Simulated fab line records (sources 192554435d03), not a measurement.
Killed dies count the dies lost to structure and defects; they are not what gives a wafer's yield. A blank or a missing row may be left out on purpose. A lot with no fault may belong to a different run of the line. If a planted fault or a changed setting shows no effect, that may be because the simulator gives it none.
Chamber matching	flow n5-finfet	4 sister chambers for N5_PMOS_HMC_CHANNEL_EPI_STRIP_33 on rie-diel-03
The step strips in N2/H2. 18 wafers are shown with their chamber, then 9 later ones without.

== EACH WAFER AND ITS CHAMBER ==
wafer	chamber	showerhead-plenum-p-Torr (Torr)	drypump-motor-current-A (A)	throttle-valve-pct (%)
L077.2	1	3.36	5.8	19.1
L077.5	2	3.24	5.5	19.2
L077.6	0	3.54	5.7	19.0
L079.1	3	3.49	5.3	18.5
L079.3	1	3.35	5.8	19.1
L079.5	0	3.54	5.7	19.0
L081.2	0	3.54	5.6	19.0
L081.5	2	3.24	5.5	19.2
L081.6	3	3.49	5.3	18.5
L085.2	0	3.53	5.7	19.1
L085.4	2	3.23	5.5	19.3
L085.5	0	3.53	5.7	19.0
L089.1	1	3.35	5.8	19.1
L089.5	2	3.23	5.5	19.2
L089.6	1	3.35	5.8	19.1
L091.1	2	3.22	5.5	19.3
L091.2	3	3.48	5.3	18.6
L091.6	1	3.34	5.7	19.2

SIGNATURES (means of the wafers above)
reading	chamber 0	chamber 1	chamber 2	chamber 3	scatter within a chamber
showerhead-plenum-p-Torr	3.5360	3.3500	3.2320	3.4867	0.0069
drypump-motor-current-A	5.680	5.780	5.500	5.300	0.0338
throttle-valve-pct	19.020	19.120	19.240	18.533	0.0498
Rule: for each reading, subtract the chamber's mean from the wafer's reading, divide by that reading's scatter and square the result; add these up over the readings and take the root, which gives the wafer's distance from the chamber. The wafer belongs to the nearest chamber; if the next one is less than 2 further off, it can't be placed. How the scatter is found: for the shown wafers, subtract from each reading the mean of its chamber, square and add these, divide the total by (wafers less chambers), then take the root.

== WAFERS WITH NO CHAMBER GIVEN ==
wafer	showerhead-plenum-p-Torr (Torr)	drypump-motor-current-A (A)	throttle-valve-pct (%)
L094.1	3.48	5.3	18.6
L094.2	3.52	5.7	19.1
L094.3	3.34	5.8	19.1
L095.2	3.52	5.7	19.1
L095.3	3.22	5.5	19.3
L095.5	3.34	5.8	19.1
L097.1	3.34	5.7	19.2
L097.3	3.52	5.7	19.1
L097.5	3.34	5.8	19.2

== WHICH CHAMBER EACH ONE RAN IN ==
wafer	from the rows above	in truth
L094.1	3	3
L094.2	0	0
L094.3	1	1
L095.2	0	0
L095.3	2	2
L095.5	1	1
L097.1	1	1
L097.3	0	0
L097.5	1	1
9 of 9 placed correctly. Not placeable from these rows: 0. Wrongly placed: 0.
